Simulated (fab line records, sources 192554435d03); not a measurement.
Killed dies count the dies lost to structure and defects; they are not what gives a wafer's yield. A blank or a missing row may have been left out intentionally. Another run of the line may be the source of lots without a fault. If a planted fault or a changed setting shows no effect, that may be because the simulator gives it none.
Split-lot study    flow n5_finfet    7 lots, 21 wafers read, on a route of 1938 steps

## SPLIT DETAILS
At N5_SD_EPI_N_EPI_21 (deposits Si:P, time 690 s), the setting epi_growth_time_s was moved away from the recipe's 690 s on 7 of the 21 wafers read, by -5.3% to -2.9%. The other wafers ran this setting at the recipe's value.

## FROM THE SPLIT TO THE READING: what the file shows between them, 9 steps
- N5_SD_EPI_N_PRECLEAN_24: cleans in O3/DIW, time 60 s
- N5_SD_EPI_N_SRD_25: time 30 s
- N5_SD_EPI_N_PRECLEAN_49: cleans in NF3:NH3, afs cycles 1, time 20 s, sublimation time 60 s
- N5_SD_EPI_P_EPI_21: deposits SiGe:B, time 355 s
- N5_SD_EPI_P_HM_STRIP_48: strips SiNx in H3PO4, material SiNx, target depth 3 nm
- N5_SD_EPI_P_SRD_49: time 30 s
- N5_SD_EPI_P_PRECLEAN_24: cleans in O3/DIW, time 45 s
- N5_SD_ACTIVATION_RTA_00: time 0 s
- N5_SD_ACTIVATION_LSA_01: time 0.0008 s

## THE READING
RS_SD_N, in ohm/sq, at N5_SD_ACTIVATION_RS_MEAS_03 (measures by four-point-probe). Fault-free wafers of this fab line usually give 21.95 ohm/sq, standard deviation 0.28 ohm/sq.

wafer   tool, chamber at the split  epi_growth_time_s as run, s  against the recipe  RS_SD_N, ohm/sq  against lot-mates on the recipe
L076.1  epi_rpcvd-03, 0             670.1                        -2.9%               22.91            +0.65
L076.2  epi_rpcvd-03, 0             690                          recipe              22.26            -
L076.4  epi_rpcvd-03, 0             670.1                        -2.9%               22.64            +0.38
L079.2  epi_rpcvd-01, 0             690                          recipe              21.51            -
L079.5  epi_rpcvd-01, 0             653.2                        -5.3%               22.13            +0.62
L079.6  epi_rpcvd-01, 0             653.2                        -5.3%               22.73            +1.22
L080.1  epi_rpcvd-01, 0             690                          recipe              21.70            -
L080.4  epi_rpcvd-01, 0             690                          recipe              21.65            -
L080.6  epi_rpcvd-01, 0             690                          recipe              21.70            -
L092.4  epi_rpcvd-02, 0             690                          recipe              21.72            -
L092.5  epi_rpcvd-02, 0             690                          recipe              21.73            -
L092.6  epi_rpcvd-02, 0             655.5                        -5.0%               22.74            +1.01
L093.2  epi_rpcvd-01, 0             669.7                        -2.9%               22.11            +0.48
L093.3  epi_rpcvd-01, 0             690                          recipe              21.63            -
L093.4  epi_rpcvd-01, 0             669.7                        -2.9%               22.10            +0.47
L094.4  epi_rpcvd-03, 0             690                          recipe              22.05            -
L094.5  epi_rpcvd-03, 0             690                          recipe              22.16            -
L094.6  epi_rpcvd-03, 0             690                          recipe              22.01            -
L096.1  epi_rpcvd-01, 0             690                          recipe              22.18            -
L096.2  epi_rpcvd-01, 0             690                          recipe              21.97            -
L096.4  epi_rpcvd-01, 0             690                          recipe              22.40            -

THE FIT
A straight line over all 21 wafers: RS_SD_N changes by -0.134 ohm/sq for each +1% of epi_growth_time_s; r = -0.66; the points scatter about the line by 0.31 ohm/sq.
The same after taking each lot's own level away (the mean of its wafers on the recipe; 21 wafers): -0.179 ohm/sq for each +1%; r = -0.94; scatter 0.13 ohm/sq.
On that fit, the largest move of epi_growth_time_s shifts the reading by 0.95 ohm/sq.
From 21.510 to 22.260 ohm/sq: that is the span of the lots' own levels, equal to 2.7 times the standard deviation above.
So the lot-to-lot level blurs the effect unless lot-mates are compared.
Check: +1.06 ohm/sq against its lot-mates is what the line predicts for one of the wafers moved furthest among these (-5.3%) when that wafer is left out of the fit. Against them it came out at +0.62 ohm/sq.

## THE WHOLE CHAIN: every reading that the file lists as answering this split, in the file's order
step                         what it does                                            reading                                                                          change (the file's fit)                r (the file's)
N5_SD_EPI_N_EPI_21           deposits Si:P, time 690 s                               Si-P_of_SD_EPI_N_EPI_21.thk_nm (the simulator's own value, which no gauge read)  +0.395 nm for each +1% of the setting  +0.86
N5_SD_EPI_N_PRECLEAN_24      cleans in O3/DIW, time 60 s                             Si-P_of_SD_EPI_N_EPI_21.thk_nm (the simulator's own value, which no gauge read)  +0.391 nm for each +1% of the setting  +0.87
N5_SD_EPI_P_HM_STRIP_48      strips SiNx in H3PO4, material SiNx, target depth 3 nm  Si-P_of_SD_EPI_N_EPI_21.thk_nm (the simulator's own value, which no gauge read)  +0.414 nm for each +1% of the setting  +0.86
N5_SD_ACTIVATION_RS_MEAS_03  measures by four-point-probe                            RS_SD_N                                                                          -0.183 for each +1% of the setting     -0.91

## FILE'S OWN FIT
RS_SD_N changes by -0.183 ohm/sq for each +1% of epi_growth_time_s, r = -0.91.
